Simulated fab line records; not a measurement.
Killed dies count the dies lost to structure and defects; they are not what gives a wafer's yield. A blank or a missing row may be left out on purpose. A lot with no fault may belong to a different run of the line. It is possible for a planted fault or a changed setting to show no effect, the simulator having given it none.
fab line records	flow n5_finfet
record lots=7	wafers=21
route steps=1938 shown MOL_CONTACT_COAG@523 BEOL_M0_SAQP@663 BEOL_M0_CUTY@702 BEOL_M2@841
start_h: the number of hours between the record's first day and the start of the first shown wafer of the lot	wait_h: hours elapsed since this lot's preceding step	" as in the row above	L1.1+2: several wafers, shown together as one row	- no value, or no start given	* or withheld: withheld	< > ~ a bound
route shown NAME@n: names a module that has steps shown in the file, with the first one's number in the route	usual: mean and standard deviation over wafers with no fault	same: alike in all rows	chamber/n: place in a boat	sites: per-site readings	_std_site: the values' standard deviation	_edge_site: the outer-site mean with the inner-site mean subtracted	radius_mm: for every site, how far away it sits from the centre of the wafer	mask NAME#n: copy n	behind: the last tool/chamber to shape the wafer	hold: why the lot was held/for how many hours/how that ended	device: whichever transistor did not switch (one of n, p or np)	end of line: tests of these same wafers at the route's end	step lacking rows: just its recipe	killed: dies that structure and defects cost at the first sort, which is not the same as the wafer's yield	map: a wafer's dies, x killed, . not, _ none there
set.NAME: the setting that was run; set.NAME@STEP: the one run at that earlier step	model.NAME: the simulator's own value behind a step, which no gauge read
one table per step and one row per wafer, for lots whose settings were changed on purpose
## steps
# step N5_MOL_CONTACT_COAG_EXPOSE_05
# recipe mask_id=CA	na=0.33	source_shape=annular	sigma_inner=0.4	sigma_outer=0.8	polarization=unpolarized	defocus_nm=0	dose_mj=38.25
lot.wafer	tool	chamber	start_h	wait_h	mask	set.dose_mj
L079.2	euv_scanner-01	0	118.69	-	CA#0	38.25
L079.3+4	"	0	"	"	CA#0	39.27
L084.2	euv_scanner-01	0	150.94	-	CA#0	38.25
L084.3+5	"	0	"	"	CA#0	40.09
L089.3+5	euv_scanner-01	0	194.86	-	CA#0	40.6
L089.6	"	0	"	"	CA#0	38.25
L093.1+6	euv_scanner-01	0	222.87	-	CA#0	40.52
L093.4	"	0	"	"	CA#0	38.25
L092.1+2+5	euv_scanner-01	0	232.55	-	CA#0	38.25
L096.2+5	euv_scanner-01	0	233.40	-	CA#0	37.3
L096.3	"	0	"	"	CA#0	38.25
L097.1+4+6	euv_scanner-01	0	238.65	-	CA#0	38.25
# step N5_MOL_CONTACT_COAG_PEB_06
# recipe peb_temp_c=100	peb_time_s=60	resist=CAR-EUV
# step N5_MOL_CONTACT_COAG_DEVELOP_07
# recipe develop_time_s=30	developer=TMAH	resist=CAR-EUV	rinse_liquid=surfactant_rinse	dry=air_spin	dev_temp_c=23
# step N5_MOL_CONTACT_COAG_CD_MEAS_08
# recipe target_cd_nm=28	landing_energy_ev=500	detector=se_inlens	polarity=opening
# usual cd_nm=28.01/0.24
lot.wafer	tool	chamber	start_h	wait_h	set.dose_mj@MOL_CONTACT_COAG_EXPOSE_05	cd_nm
L079.2	cd_sem-02	0	118.81	-	38.25	27.90
L079.3	"	0	"	"	39.27	28.29
L079.4	"	0	"	"	39.27	28.50
L084.2	cd_sem-03	0	151.07	-	38.25	28.14
L084.3	"	0	"	"	40.09	28.75
L084.5	"	0	"	"	40.09	28.92
L089.3	cd_sem-02	0	194.98	-	40.6	28.84
L089.5	"	0	"	"	40.6	29.61
L089.6	"	0	"	"	38.25	27.71
L093.1	cd_sem-01	0	223.00	-	40.52	29.28
L093.4	"	0	"	"	38.25	27.85
L093.6	"	0	"	"	40.52	29.07
L092.1	cd_sem-02	0	232.69	-	38.25	28.23
L092.2	"	0	"	"	38.25	28.35
L092.5	"	0	"	"	38.25	28.28
L096.2	cd_sem-03	0	233.52	-	37.3	27.28
L096.3	"	0	"	"	38.25	27.80
L096.5	"	0	"	"	37.3	27.73
L097.1	cd_sem-03	0	238.78	-	38.25	27.91
L097.4	"	0	"	"	38.25	27.92
L097.6	"	0	"	"	38.25	28.40
# step N5_MOL_CONTACT_COAG_DESCUM_13
# recipe chemistry=O2	time_s=7	source_power_w=50	bias_power_w=20	pressure_mtorr=20	rf_frequency_hz=2.712e+07	temp_c=40	resist=CAR-EUV	o2_flow_sccm=225
# step N5_MOL_CONTACT_COAG_ETCH_59
# recipe chemistry=N2/H2	target=underlayer	target_depth_a=130	mask_material=CAR-EUV	time_s=10.4	ion_energy_ev=200	pressure_mtorr=30	source_w=840	bias_w=150	n2_flow_sccm=200	h2_flow_sccm=200	ends=cleared
lot.wafer	tool	chamber	start_h	wait_h	set.dose_mj@MOL_CONTACT_COAG_EXPOSE_05	model.MOL_CONTACT_COAG.cd_offset_nm
L079.2	rie_diel-04	2	118.99	0.0	38.25	-0.2
L079.3	"	3	"	"	39.27	0.6
L079.4	"	1	"	"	39.27	0.4
L084.2	rie_diel-05	2	151.72	0.0	38.25	0.2
L084.3	"	1	"	"	40.09	1
L084.5	"	3	"	"	40.09	1.2
L089.3+5	rie_diel-04	1	195.13	0.0	40.6	1.2
L089.6	"	0	"	"	38.25	0
L093.1+6	rie_diel-05	3,1	223.22	0.0	40.52	1.2
L093.4	"	3	"	"	38.25	0
L092.1+2+5	rie_diel-04	0,3,3	232.85	0.0	38.25	0
L096.2+5	rie_diel-05	2,3	233.68	0.0	37.3	-0.4
L096.3	"	3	"	"	38.25	0
L097.1+4	rie_diel-06	0,3	238.94	0.0	38.25	0
L097.6	"	2	"	"	38.25	0.2
# step N5_MOL_CONTACT_COAG_ETCH_105
# recipe chemistry=CF4	target=SiARC	target_depth_a=156	mask_material=CAR-EUV	time_s=26	ion_energy_ev=80	pressure_mtorr=40	source_w=545	bias_w=36	Ar_flow_sccm=100	cf4_flow_sccm=100	ends=cleared
lot.wafer	tool	chamber	start_h	wait_h	set.spin_rpm@MOL_CONTACT_COAG_COAT_104	set.dose_mj@MOL_CONTACT_COAG_EXPOSE_05	model.MOL_CONTACT_COAG.cd_offset_nm	model.etch.depth_nm
L079.2	rie_diel-04	2	119.01	0.0	1429	38.25	-0.2	12.32
L079.3	"	3	"	"	1429	39.27	0.6	12.32
L079.4	"	1	"	"	1500	39.27	0.6	12.01
L084.2	rie_diel-05	2	151.74	0.0	1500	38.25	0.2	12.05
L084.3	"	1	"	"	1500	40.09	1	12.05
L084.5	"	3	"	"	1500	40.09	1.2	12.08
L089.3	rie_diel-04	1	195.15	0.0	1500	40.6	1.2	12.06
L089.5	"	1	"	"	1500	40.6	1.2	12.04
L089.6	"	0	"	"	1500	38.25	0	12.07
L093.1	rie_diel-05	3	223.24	0.0	1500	40.52	1.4	12
L093.4	"	3	"	"	1351	38.25	0	12.61
L093.6	"	1	"	"	1500	40.52	1.2	11.97
L092.1+2	rie_diel-04	0,3	232.87	0.0	1500	38.25	0	11.99
L092.5	"	3	"	"	1500	38.25	0	11.97
L096.2	rie_diel-05	2	233.70	0.0	1500	37.3	-0.4	11.97
L096.3	"	3	"	"	1500	38.25	0	11.98
L096.5	"	3	"	"	1440	37.3	-0.4	12.22
L097.1	rie_diel-06	0	238.96	0.0	1500	38.25	0	11.99
L097.4	"	3	"	"	1500	38.25	0	12.03
L097.6	"	2	"	"	1500	38.25	0.2	12.01
# step N5_MOL_CONTACT_COAG_ETCH_106
# recipe chemistry=N2/H2	target=SOC	target_depth_a=800	overetch_a=160	mask_material=SiARC	temp_c=40	time_s=120	ion_energy_ev=200	pressure_mtorr=30	source_w=840	bias_w=150	n2_flow_sccm=200	h2_flow_sccm=200
lot.wafer	tool	chamber	start_h	wait_h	set.dose_mj@MOL_CONTACT_COAG_EXPOSE_05	model.MOL_CONTACT_COAG.cd_offset_nm
L079.2	rie_diel-04	2	119.04	0.0	38.25	-0.2
L079.3+4	"	3,1	"	"	39.27	0.6
L084.2	rie_diel-05	2	151.77	0.0	38.25	0.2
L084.3	"	1	"	"	40.09	0.8
L084.5	"	3	"	"	40.09	1
L089.3	rie_diel-04	1	195.18	0.0	40.6	1.4
L089.5	"	1	"	"	40.6	1.2
L089.6	"	0	"	"	38.25	0.2
L093.1	rie_diel-05	3	223.27	0.0	40.52	1.2
L093.4	"	3	"	"	38.25	0
L093.6	"	1	"	"	40.52	0.8
L092.1+2	rie_diel-04	0,3	232.89	0.0	38.25	0
L092.5	"	3	"	"	38.25	-0.2
L096.2	rie_diel-05	2	233.73	0.0	37.3	-0.2
L096.3	"	3	"	"	38.25	0
L096.5	"	3	"	"	37.3	-0.6
L097.1+6	rie_diel-06	0,2	238.99	0.0	38.25	0.4
L097.4	"	3	"	"	38.25	0
# step N5_MOL_CONTACT_COAG_STRIP_107
# recipe chemistry=N2/H2	temp_c=40	n2_flow_sccm=200	h2_flow_sccm=200	rf_frequency_hz=6e+07
# step N5_MOL_CONTACT_COAG_STRIP_108
# recipe chemistry=N2/H2	temp_c=40	n2_flow_sccm=200	h2_flow_sccm=200	rf_frequency_hz=6e+07
# step N5_MOL_CONTACT_COAG_ETCH_110
# recipe chemistry=CF4/O2	target=Si	target_depth_a=25	time_s=8	pressure_mtorr=100	source_w=200	bias_w=12	ion_energy_ev=60	Ar_flow_sccm=100	cf4_flow_sccm=100	O2_flow_sccm=10
# step N5_MOL_CONTACT_COAG_STRIP_98
# recipe chemistry=N2/H2	power_w=500	temp_c=40	pressure_mtorr=50	rf_frequency_hz=6e+07	overash_fraction=0.3	bias_power_w=8	h2_frac=0.5	n2_flow_sccm=300	h2_flow_sccm=300
# step N5_MOL_CONTACT_COAG_CD_MEAS_99
# recipe target_cd_nm=17.2	polarity=opening
# usual cd_nm=17.2/0.37
lot.wafer	tool	chamber	start_h	wait_h	set.dose_mj@MOL_CONTACT_COAG_EXPOSE_05	cd_nm
L079.2	cd_sem-02	-	119.35	-	38.25	17.1
L079.3	"	-	"	"	39.27	17.5
L079.4	"	-	"	"	39.27	17.3
L084.2	cd_sem-02	-	152.08	-	38.25	17.2
L084.3	"	-	"	"	40.09	17.9
L084.5	"	-	"	"	40.09	18.2
L089.3	cd_sem-03	-	195.50	-	40.6	18.1
L089.5	"	-	"	"	40.6	18.0
L089.6	"	-	"	"	38.25	17.3
L093.1	cd_sem-01	-	223.58	-	40.52	18.1
L093.4	"	-	"	"	38.25	17.1
L093.6	"	-	"	"	40.52	18.0
L092.1	cd_sem-01	-	233.21	-	38.25	17.7
L092.2	"	-	"	"	38.25	17.6
L092.5	"	-	"	"	38.25	17.3
L096.2	cd_sem-01	-	234.04	-	37.3	16.7
L096.3	"	-	"	"	38.25	17.3
L096.5	"	-	"	"	37.3	16.7
L097.1	cd_sem-01	-	239.31	-	38.25	17.6
L097.4	"	-	"	"	38.25	17.6
L097.6	"	-	"	"	38.25	17.5
# step N5_MOL_CONTACT_COAG_ETCH_91
# recipe chemistry=N2/H2	target=SOC	target_depth_a=600	overetch_a=210	mask_material=SiARC	temp_c=40	time_s=101.2	ion_energy_ev=200	pressure_mtorr=30	source_w=840	bias_w=150	n2_flow_sccm=200	h2_flow_sccm=200
lot.wafer	tool	chamber	start_h	wait_h	set.time_s	model.SiARC_of_MOL_CONTACT_COAG_COAT_76.thk_nm
L079.2+4	rie_diel-04	3,1	130.15	0.0	101.2	5.6
L079.3	"	0	"	"	83.6	6.4
L084.2	rie_diel-06	3	165.82	0.0	101.2	5.8
L084.3	"	0	"	"	101.2	6
L084.5	"	3	"	"	119.3	5.2
L089.3	rie_diel-05	2	208.11	0.0	101.2	5.8
L089.5	"	0	"	"	93.86	6.4
L089.6	"	1	"	"	101.2	5.6
L093.1	rie_diel-05	3	233.21	0.0	101.2	5.8
L093.4	"	0	"	"	101.2	6
L093.6	"	2	"	"	92.94	6
L092.1+5	rie_diel-06	1,3	240.85	0.0	101.2	5.8
L092.2	"	3	"	"	94.54	6.2
L096.2	rie_diel-05	2	241.75	0.0	101.2	5.8
L096.3	"	0	"	"	101.2	6
L096.5	"	1	"	"	86.87	6.2
L097.1	rie_diel-06	3	250.32	0.0	101.2	5.8
L097.4+6	"	2,1	"	"	101.2	5.6
# step N5_BEOL_M0_SAQP_SPACER1_ALD_98
# recipe material=SiO2	target_thk_a=128	temp_c=300	ald_precursor_family=BDEAS	ald_co_reactant=O2-plasma	pulse_time_s=1	purge_time_s=2	co_reactant_purge_time_s=2	ald_cycles=138	pressure_torr=2
lot.wafer	tool	chamber	start_h	wait_h	set.ald_cycles	model.SiO2_of_BEOL_M0_SAQP_SPACER1_ALD_98.thk_nm
L079.2+3	ald_sin-04	3,2	138.41	0.3	138	12.8
L079.4	"	1	"	"	153	14.2
L084.2+3+5	ald_sin-01	3,1,3	173.94	0.3	138	12.8
L089.3	ald_sin-04	2	219.13	0.4	160	14.8
L089.5+6	"	2,3	"	"	138	12.8
L093.1+4+6	ald_sin-04	3,1,3	241.82	0.3	138	12.8
L092.1+2+5	ald_sin-04	0,2,1	250.17	0.4	138	12.8
L096.2	ald_sin-04	2	250.66	0.3	153	14
L096.3	"	0	"	"	138	12.8
L096.5	"	3	"	"	153	14.2
L097.1+4+6	ald_sin-02	2,1,2	262.37	3.5	138	12.8
# step N5_BEOL_M0_SAQP_SPACER1_ETCHBACK_99
# recipe chemistry=CHF3/O2	mode=anisotropic_etchback	target=SiO2	target_depth_a=154	time_s=7.7	pressure_mtorr=30	source_w=650	bias_w=170	Ar_flow_sccm=200	CHF3_flow_sccm=50	O2_flow_sccm=5	ion_energy_ev=200
# step N5_BEOL_M0_SAQP_MANDREL1_REMOVE_100
# recipe chemistry=HBr/Cl2/O2	bt_time_s=10	target=a-Si	stop_on=SiNx	endpoint=OES-SiCl	over_etch_frac=0.85	icp_w=600	bias_w=30	HBr_flow_sccm=150	Cl2_flow_sccm=80	O2_flow_sccm=5	pressure_mtorr=10
lot.wafer	tool	chamber	start_h	wait_h	set.ald_cycles@BEOL_M0_SAQP_SPACER1_ALD_98	model.SiO2_of_BEOL_M0_SAQP_SPACER1_ALD_98.thk_nm	model.BEOL_M0_SAQP.cd_nm
L079.2	rie_si-03	0	138.98	0.1	138	7.4	12.8
L079.3	"	3	"	"	138	7.4	13
L079.4	"	1	"	"	153	8.8	14.2
L084.2+3+5	rie_si-02	3,0,1	174.50	0.1	138	7.4	12.8
L089.3	rie_si-03	2	219.69	0.1	160	9.6	14.8
L089.5	"	2	"	"	138	7.4	12.6
L089.6	"	3	"	"	138	7.4	13
L093.1+6	rie_si-06	0,2	242.51	0.1	138	7.4	12.8
L093.4	"	1	"	"	138	7.4	12.6
L092.1+2+5	rie_si-03	2,1,0	250.73	0.1	138	7.4	12.8
L096.2	rie_si-02	1	251.23	0.1	153	8.6	14
L096.3	"	0	"	"	138	7.4	12.6
L096.5	"	0	"	"	153	8.8	14.2
L097.1+4+6	rie_si-06	1,0,0	262.94	0.1	138	7.4	12.8
# step N5_BEOL_M0_SAQP_CD_MEAS_25
# recipe target_cd_nm=13.1	landing_energy_ev=1000	detector=se_inlens
# usual cd_nm=12.79/0.21
lot.wafer	tool	chamber	start_h	wait_h	set.ald_cycles@BEOL_M0_SAQP_SPACER1_ALD_98	cd_nm
L079.2	cd_sem-01	0	139.09	0.1	138	12.99
L079.3	"	0	"	"	138	12.99
L079.4	"	0	"	"	153	14.09
L084.2	cd_sem-03	0	174.61	0.1	138	12.96
L084.3	"	0	"	"	138	12.79
L084.5	"	0	"	"	138	13.12
L089.3	cd_sem-03	0	219.82	0.1	160	14.49
L089.5	"	0	"	"	138	12.42
L089.6	"	0	"	"	138	12.85
L093.1	cd_sem-02	0	242.62	0.1	138	12.81
L093.4	"	0	"	"	138	12.53
L093.6	"	0	"	"	138	12.76
L092.1	cd_sem-01	0	250.84	0.1	138	12.69
L092.2	"	0	"	"	138	13.13
L092.5	"	0	"	"	138	13.02
L096.2	cd_sem-01	0	251.34	0.1	153	14.29
L096.3	"	0	"	"	138	12.71
L096.5	"	0	"	"	153	13.99
L097.1	cd_sem-02	0	263.05	0.1	138	12.57
L097.4	"	0	"	"	138	12.62
L097.6	"	0	"	"	138	13.02
# step N5_BEOL_M0_CUTY_COAT_51
# recipe resist=CAR-ArF-block	spin_rpm=1500	resist_thk_nm=150
lot.wafer	tool	chamber	start_h	wait_h	set.spin_rpm	model.CAR-ArF-block_of_BEOL_M0_CUTY_COAT_51.thk_nm
L079.2	litho_track-01	0	-	-	1580	145.6
L079.3	"	0	"	"	1580	145.8
L079.4	"	0	"	"	1500	150
L084.2	litho_track-04	0	-	-	1500	150.6
L084.3	"	0	"	"	1593	146
L084.5	"	0	"	"	1500	150.4
L089.3	litho_track-04	0	-	-	1581	147
L089.5	"	0	"	"	1500	150.8
L089.6	"	0	"	"	1581	146.8
L093.1	litho_track-01	0	-	-	1500	149.4
L093.4	"	0	"	"	1603	144.8
L093.6	"	0	"	"	1603	144.4
L092.1+5	litho_track-02	0	-	-	1500	150.2
L092.2	"	0	"	"	1500	150.4
L096.2	litho_track-04	0	-	-	1500	150.8
L096.3	"	0	"	"	1500	150
L096.5	"	0	"	"	1500	150.6
L097.1	litho_track-02	0	-	-	1500	150.2
L097.4	"	0	"	"	1500	149.6
L097.6	"	0	"	"	1500	150.4
# step N5_BEOL_M0_CUTY_EBR_52
# recipe solvent=PGMEA	ebr_width_mm=1.5
# step N5_BEOL_M0_CUTY_SOFTBAKE_53
# recipe temp_c=110	time_s=60	resist=CAR-ArF-block
# step N5_BEOL_M0_CUTY_DESCUM_61
# recipe chemistry=O2	time_s=7.9	source_power_w=50	bias_power_w=20	pressure_mtorr=20	rf_frequency_hz=2.712e+07	temp_c=40	resist=CAR-ArF-block	o2_flow_sccm=225
# step N5_BEOL_M0_CUTY_ETCH_62
# recipe chemistry=CF4	target=SiARC	mask_material=CAR-ArF-block	time_s=58.5	ion_energy_ev=80	pressure_mtorr=40	source_w=545	bias_w=36	Ar_flow_sccm=100	cf4_flow_sccm=100	ends=cleared
lot.wafer	tool	chamber	start_h	wait_h	set.spin_rpm@BEOL_M0_CUTY_COAT_51	model.CAR-ArF-block_of_BEOL_M0_CUTY_COAT_51.thk_nm
L079.2	rie_diel-04	1	143.25	0.0	1580	114
L079.3	"	0	"	"	1580	114.2
L079.4	"	2	"	"	1500	118.2
L084.2	rie_diel-05	0	179.22	0.0	1500	119
L084.3	"	3	"	"	1593	114.4
L084.5	"	2	"	"	1500	118.8
L089.3	rie_diel-05	1	224.19	0.0	1581	115.4
L089.5	"	3	"	"	1500	119.2
L089.6	"	1	"	"	1581	115.2
L093.1	rie_diel-06	0	246.91	0.0	1500	117.6
L093.4	"	2	"	"	1603	113.2
L093.6	"	2	"	"	1603	112.8
L092.1+5	rie_diel-04	2,1	254.94	0.0	1500	118.6
L092.2	"	1	"	"	1500	118.8
L096.2	rie_diel-05	0	255.40	0.0	1500	119.2
L096.3	"	1	"	"	1500	118.4
L096.5	"	0	"	"	1500	119
L097.1	rie_diel-05	1	267.21	0.0	1500	118.6
L097.4	"	3	"	"	1500	118
L097.6	"	2	"	"	1500	118.8
# step N5_BEOL_M2_ILD_DEP_00
# recipe material=SiOC	target_thk_a=790	temp_c=350	precursor=DEMS/O2	pressure_torr=5	rf_w=500	time_s=15.3
lot.wafer	tool	chamber	start_h	wait_h	set.time_s	model.SiOC_of_BEOL_M2_ILD_DEP_00.thk_nm
L079.2	pecvd-01	0	165.89	0.0	14.48	74.8
L079.3	"	1	"	"	15.3	78.2
L079.4	"	1	"	"	14.48	75.8
L084.2	pecvd-04	2	199.30	0.0	15.3	78
L084.3	"	0	"	"	16.17	82.8
L084.5	"	2	"	"	15.3	79.6
L089.3	pecvd-03	0	236.61	0.1	15.3	79.6
L089.5	"	0	"	"	13.37	69.6
L089.6	"	1	"	"	15.3	80.4
L093.1	pecvd-03	2	259.69	0.0	15.3	78.8
L093.4	"	1	"	"	15.3	79.6
L093.6	"	0	"	"	15.3	79.4
L092.1	pecvd-04	1	268.74	0.0	15.3	78.2
L092.2	"	2	"	"	15.3	78
L092.5	"	0	"	"	15.3	80
L096.2	pecvd-03	0	269.28	0.0	15.3	78.4
L096.3	"	2	"	"	15.3	79.6
L096.5	"	1	"	"	15.3	80.8
L097.1	pecvd-01	1	289.40	0.0	15.3	76.8
L097.4+6	"	2,0	"	"	15.3	78.6
# step N5_BEOL_M2_THK_MEAS_01
# recipe reads=SiOC_of_BEOL_M2_ILD_DEP_00
# usual M2_ILD_THK=79.1/0.96
lot.wafer	tool	chamber	start_h	wait_h	set.time_s@BEOL_M2_ILD_DEP_00	M2_ILD_THK[nm]
L079.2	film_metro-01	-	165.96	0.1	14.48	74.7
L079.3	"	-	"	"	15.3	78.1
L079.4	"	-	"	"	14.48	75.7
L084.2	film_metro-01	-	199.36	0.1	15.3	78.0
L084.3	"	-	"	"	16.17	82.8
L084.5	"	-	"	"	15.3	79.6
L089.3	film_metro-01	-	236.67	0.1	15.3	79.7
L089.5	"	-	"	"	13.37	69.7
L089.6	"	-	"	"	15.3	80.5
L093.1	film_metro-01	-	259.76	0.0	15.3	78.7
L093.4	"	-	"	"	15.3	79.6
L093.6	"	-	"	"	15.3	79.4
L092.1	film_metro-01	-	268.82	0.1	15.3	78.3
L092.2	"	-	"	"	15.3	77.9
L092.5	"	-	"	"	15.3	80.1
L096.2	film_metro-02	-	269.35	0.1	15.3	78.4
L096.3	"	-	"	"	15.3	79.6
L096.5	"	-	"	"	15.3	80.7
L097.1	film_metro-02	-	289.47	0.0	15.3	76.8
L097.4	"	-	"	"	15.3	78.6
L097.6	"	-	"	"	15.3	78.7
## key
split step=N5_MOL_CONTACT_COAG_EXPOSE_05	setting=dose_mj	stated=38.25	by=wafer
response step=N5_MOL_CONTACT_COAG_CD_MEAS_08	reading=cd_nm	change=+0.207	per=1%	r=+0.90
response step=N5_MOL_CONTACT_COAG_ETCH_59	reading=model.MOL_CONTACT_COAG.cd_offset_nm	change=+0.198	per=1%	r=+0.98
response step=N5_MOL_CONTACT_COAG_ETCH_105	reading=model.MOL_CONTACT_COAG.cd_offset_nm	change=+0.206	per=1%	r=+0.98
response step=N5_MOL_CONTACT_COAG_ETCH_106	reading=model.MOL_CONTACT_COAG.cd_offset_nm	change=+0.175	per=1%	r=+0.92
response step=N5_MOL_CONTACT_COAG_CD_MEAS_99	reading=cd_nm	change=+0.15	per=1%	r=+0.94
split step=N5_MOL_CONTACT_COAG_ETCH_91	setting=time_s	stated=101.2	by=wafer
response step=N5_MOL_CONTACT_COAG_ETCH_91	reading=model.SiARC_of_MOL_CONTACT_COAG_COAT_76.thk_nm	change=-0.0398	per=1%	r=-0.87
split step=N5_BEOL_M0_SAQP_SPACER1_ALD_98	setting=ald_cycles	stated=138	by=wafer
response step=N5_BEOL_M0_SAQP_SPACER1_ALD_98	reading=model.SiO2_of_BEOL_M0_SAQP_SPACER1_ALD_98.thk_nm	change=+0.125	per=1%	r=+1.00
response step=N5_BEOL_M0_SAQP_MANDREL1_REMOVE_100	reading=model.SiO2_of_BEOL_M0_SAQP_SPACER1_ALD_98.thk_nm	change=+0.131	per=1%	r=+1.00
response step=N5_BEOL_M0_SAQP_MANDREL1_REMOVE_100	reading=model.BEOL_M0_SAQP.cd_nm	change=+0.127	per=1%	r=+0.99
response step=N5_BEOL_M0_SAQP_CD_MEAS_25	reading=cd_nm	change=+0.116	per=1%	r=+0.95
split step=N5_BEOL_M0_CUTY_COAT_51	setting=spin_rpm	stated=1500	by=wafer
response step=N5_BEOL_M0_CUTY_COAT_51	reading=model.CAR-ArF-block_of_BEOL_M0_CUTY_COAT_51.thk_nm	change=-0.732	per=1%	r=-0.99
response step=N5_BEOL_M0_CUTY_ETCH_62	reading=model.CAR-ArF-block_of_BEOL_M0_CUTY_COAT_51.thk_nm	change=-0.715	per=1%	r=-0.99
split step=N5_BEOL_M2_ILD_DEP_00	setting=time_s	stated=15.3	by=wafer
response step=N5_BEOL_M2_ILD_DEP_00	reading=model.SiOC_of_BEOL_M2_ILD_DEP_00.thk_nm	change=+0.77	per=1%	r=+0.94
response step=N5_BEOL_M2_THK_MEAS_01	reading=M2_ILD_THK	change=+0.771	per=1%	r=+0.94
split outside_this_file step=N5_MOL_CONTACT_COAG_COAT_104 setting=spin_rpm
# split outside_this_file: this setting was split too, and the file shows its column; the key of that split is in another file
